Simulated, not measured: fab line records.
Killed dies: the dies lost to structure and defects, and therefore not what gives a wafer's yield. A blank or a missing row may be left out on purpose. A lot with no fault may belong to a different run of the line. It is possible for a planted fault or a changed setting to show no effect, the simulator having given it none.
The tool behind it: which one? + flow n5 finfet + 72 wafers sampled from 24 lots at 1 step of a route of 1938

WHAT THE GAUGES SHOWED, per wafer
N5_FIN_CUT_OVL_MEAS_09.
| lot  | measured    | on         | FIN_CUT_OVL (nm) |
|------|-------------|------------|------------------|
| L074 | day 2 03:08 | overlay-01 | 1.0 0.4 0.4      |
| L075 | day 2 08:23 | overlay-01 | 0.1 -1.2 -1.4    |
| L076 | day 2 16:07 | overlay-02 | 0.1 1.3 0.6      |
| L077 | day 2 22:53 | overlay-01 | 0.7 1.1 0.3      |
| L078 | day 3 03:43 | overlay-02 | -0.1 -0.1 0.4    |
| L079 | day 3 08:53 | overlay-02 | 0.9 0.2 0.2      |
| L080 | day 3 15:49 | overlay-02 | 0.3 0.7 -0.2     |
| L081 | day 3 21:25 | overlay-02 | 1.0 0.5 0.6      |
| L082 | day 4 02:58 | overlay-01 | 0.4 0.6 -0.2     |
| L083 | day 4 10:50 | overlay-01 | -0.2 -0.1 0.6    |
| L084 | day 4 14:43 | overlay-01 | -0.2 0.5 0.4     |
| L085 | day 4 23:20 | overlay-02 | 0.9 1.2 1.6      |
| L086 | day 5 03:55 | overlay-01 | 1.4 1.1 2.0      |
| L087 | day 5 08:50 | overlay-02 | 1.3 0.4 1.5      |
| L088 | day 5 15:09 | overlay-01 | -1.0 -0.5 0.6    |
| L089 | day 5 20:59 | overlay-02 | 2.3 0.9 0.4      |
| L090 | day 6 04:13 | overlay-01 | -0.3 0.0 0.4     |
| L091 | day 6 09:58 | overlay-01 | 0.5 0.8 -0.2     |
| L092 | day 6 15:46 | overlay-02 | 0.7 -0.2 0.8     |
| L093 | day 6 20:32 | overlay-01 | 0.6 0.3 0.3      |
| L094 | day 7 03:34 | overlay-01 | 0.4 0.0 0.6      |
| L095 | day 7 09:19 | overlay-02 | -0.1 -0.2 -0.6   |
| L096 | day 7 14:25 | overlay-02 | -0.2 -0.8 -0.2   |
| L097 | day 7 22:22 | overlay-02 | -0.2 0.4 0.0     |

EACH LOT AND THE TOOL THAT RAN IT (in order: tool; ch and the chambers of the sampled wafers; start)
The record holds no process step before these readings.

WHAT THE TOOLS THEMSELVES READ (means of the sampled wafers that have a number; where no wafer has one, the mark that the record gives instead)
The record holds no such reading with a usual standard deviation.

THE ANSWER, worked out from the rows above alone
Rule: the lots themselves supply what counts as usual. The widest of any qualifying gaps counts: lots, ordered by their means at a reading, are off when they make up no more than a third of the lots, leave a main group of 4 or more, and stand apart from it by 3 or more times the standard deviation of that group's means. If all means in a main group match to the digits the tables above print for the reading, that group is not used. Also off: a lot with no number at a reading for which 4 or more lots have one. All remaining lots with rows at the step are treated as sound. After the gauges, taken in route order, come the tools' own readings; for these a lot's mean is taken, as printed above. At the first step where some lot is off, the reading lying furthest off is the one used; lots without a number count as furthest.
Nothing can be told from this: no lot is off at any reading shown.

WHAT THE SIMULATOR PUT IN
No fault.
